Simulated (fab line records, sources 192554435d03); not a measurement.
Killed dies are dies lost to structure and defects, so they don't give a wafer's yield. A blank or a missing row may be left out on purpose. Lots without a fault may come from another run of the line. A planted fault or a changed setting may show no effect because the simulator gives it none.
A struck lot beside a sound one | flow n5_finfet | 17 steps out of a route of 1938
Sound: wafers L587.1, L587.2, L587.6. Struck: wafers L589.1, L589.2, L589.6. The cause comes at the end.
At each step with rows: each side's tool, then ch and its chambers, then its first start. Under that, the readings that differ: sound wafers | struck wafers | difference of the means | sigmas: that difference in standard deviations of wafers without a fault.
alike: readings whose means differ by less than 2 such deviations, and words and numbers that are the same on both sides. not compared: withheld readings, readings that some wafer has no value for, bounds like >300 that may hide the same value, and numbers for which the record gives no deviation and whose values overlap.
The two part at a step that has a row with sigmas, a row that says differs or no value, or rows on one side only. Numbers that don't overlap but have no deviation are shown without sigmas and don't part them. A reading that every wafer of one side lacks parts them only if that side has two wafers or more.

N5_PMOS_HMC_CHANNEL_EPI_HM_DEP_34: deposits SiO2 from TEOS/O2, target thk 36 nm, time 6.9 s.
  sound on pecvd-01 ch 1,2, day 3 23:30; struck on pecvd-01 ch 0,1,2, day 4 11:34
  alike: heater_power_w, showerhead_plenum_p_Torr, susceptor_temp_C, throttle_valve_pct
  not compared: since_wet_clean_h
then, 7 steps without rows for these wafers: N5_PMOS_HMC_CHANNEL_EPI_COAT_31 (time 60 s, resist thk 66 nm); N5_PMOS_HMC_CHANNEL_EPI_COAT_03 (resist thk 205 nm); N5_PMOS_HMC_CHANNEL_EPI_EBR_05; N5_PMOS_HMC_CHANNEL_EPI_SOFTBAKE_04 (time 60 s); N5_PMOS_HMC_CHANNEL_EPI_EXPOSE_06 (exposes mask PMOS HMC BLK, target cd 240 nm); N5_PMOS_HMC_CHANNEL_EPI_PEB_07 (peb time 60 s); N5_PMOS_HMC_CHANNEL_EPI_DEVELOP_08 (develop time 30 s).
N5_PMOS_HMC_CHANNEL_EPI_CD_MEAS_09: target cd 237.4 nm.
  sound on cd_sem-03 ch 0, day 3 23:47; struck on cd_sem-01 ch 0, day 4 11:58
  reading    | sound             | struck            | difference | sigmas
  cd_nm (nm) | 237.3 238.5 238.0 | 235.1 235.9 235.8 | -2.3       | -2
N5_PMOS_HMC_CHANNEL_EPI_OVL_MEAS_10:
  sound on overlay-01 ch 0, day 3 23:49; struck on overlay-01 ch 0, day 4 11:59
  alike: PMOS_HMC_BLK_OVL
N5_PMOS_HMC_CHANNEL_EPI_INSPECT_11: inspects for defects (macro).
  sound on defect_inspect-02, day 3 23:50; struck on defect_inspect-01, day 4 12:01
  alike: raw_defect_count
N5_PMOS_HMC_CHANNEL_EPI_DESCUM_14: chemistry O2, time 7.9 s.
  sound on rie_diel-01 ch 0,1,2, day 3 23:52; struck on rie_diel-01 ch 2,3, day 4 12:03
  alike: drypump_motor_current_A, oes_product_au, rf_vpp_V, showerhead_plenum_p_Torr, throttle_valve_pct
  not compared: rf_hours_counter_h
N5_PMOS_HMC_CHANNEL_EPI_ETCH_32: etches BARC in N2/H2, stops on SiO2, target depth 85.8 nm, time 50.3 s.
  sound on rie_diel-01 ch 0,1,2, day 3 23:54; struck on rie_diel-01 ch 2,3, day 4 12:05
  reading                                                         | sound             | struck            | difference | sigmas
  bias_w (W)                                                      | 150.3 149.9 149.8 | 170.7 170.5 169.9 | +20.4      | +42
  rf_vpp_V (V)                                                    | 524.2 524.7 525.6 | 565.2 569.0 566.1 | +41.9      | +16
  model.CAR-ArF-block_of_PMOS_HMC_CHANNEL_EPI_COAT_03.thk_nm (nm) | 133.6 133.5 132.7 | 130.1 129.8 129.2 | -3.6       |
  alike: drypump_motor_current_A, h2_flow_sccm, oes_product_au, showerhead_plenum_p_Torr, throttle_valve_pct
  not compared: rf_hours_counter_h
N5_PMOS_HMC_CHANNEL_EPI_HM_OPEN_15: chemistry CHF3/O2, target SiO2, target depth 40.6 nm, time 20.3 s.
  sound on rie_diel-01 ch 0,1,2, day 3 23:57; struck on rie_diel-01 ch 2,3, day 4 12:08
  reading                                                         | sound             | struck            | difference | sigmas
  model.CAR-ArF-block_of_PMOS_HMC_CHANNEL_EPI_COAT_03.thk_nm (nm) | 93.39 93.02 92.42 | 89.79 89.79 89.26 | -3.33      |
  alike: bias_w, drypump_motor_current_A, oes_product_au, rf_vpp_V, showerhead_plenum_p_Torr, throttle_valve_pct
  not compared: rf_hours_counter_h
N5_PMOS_HMC_CHANNEL_EPI_STRIP_33: strips in N2/H2.
  sound on rie_diel-01 ch 0,1,2, day 4 00:00; struck on rie_diel-01 ch 2,3, day 4 12:11
  alike: drypump_motor_current_A, h2_flow_sccm, oes_product_au, rf_vpp_V, showerhead_plenum_p_Torr, throttle_valve_pct
  not compared: rf_hours_counter_h
-- the record jumps here: 6 days lie between the struck wafers' starts before and after (it left off in module PMOS_HMC_CHANNEL_EPI and takes up again in module BEOL_M4, whose first step shown is number 1111 of the route) --
N5_BEOL_M4_RC_MEAS_101:
  sound on prober-01 ch 0, day 9 21:54; struck on prober-02 ch 0, day 10 20:02
  reading       | sound          | struck         | difference | sigmas
  DIBL_N (mV/V) | 34.0 35.7 33.8 | 36.7 38.2 38.2 | +3.2       | +2
  SS_P (mV/dec) | 72.6 72.9 72.4 | 74.1 73.9 74.4 | +1.5       | +3
  alike: DIBL_P, IOFF_N, IOFF_P, ION_N, ION_P, SS_N, VT_N, VT_P
-- the record jumps here: 4 days lie between the struck wafers' starts before and after (it left off in module BEOL_M4 and takes up again in module PASSIVATION, whose first step shown is number 1936 of the route) --
N5_PASSIVATION_PROBE_49:
  the record has rows for the struck wafers here (prober-01, day 14 23:33) and none for the sound ones

WHERE THEY PART
First at N5_PMOS_HMC_CHANNEL_EPI_CD_MEAS_09; last, within this record, at N5_PASSIVATION_PROBE_49.

WHY: what the simulator had put in
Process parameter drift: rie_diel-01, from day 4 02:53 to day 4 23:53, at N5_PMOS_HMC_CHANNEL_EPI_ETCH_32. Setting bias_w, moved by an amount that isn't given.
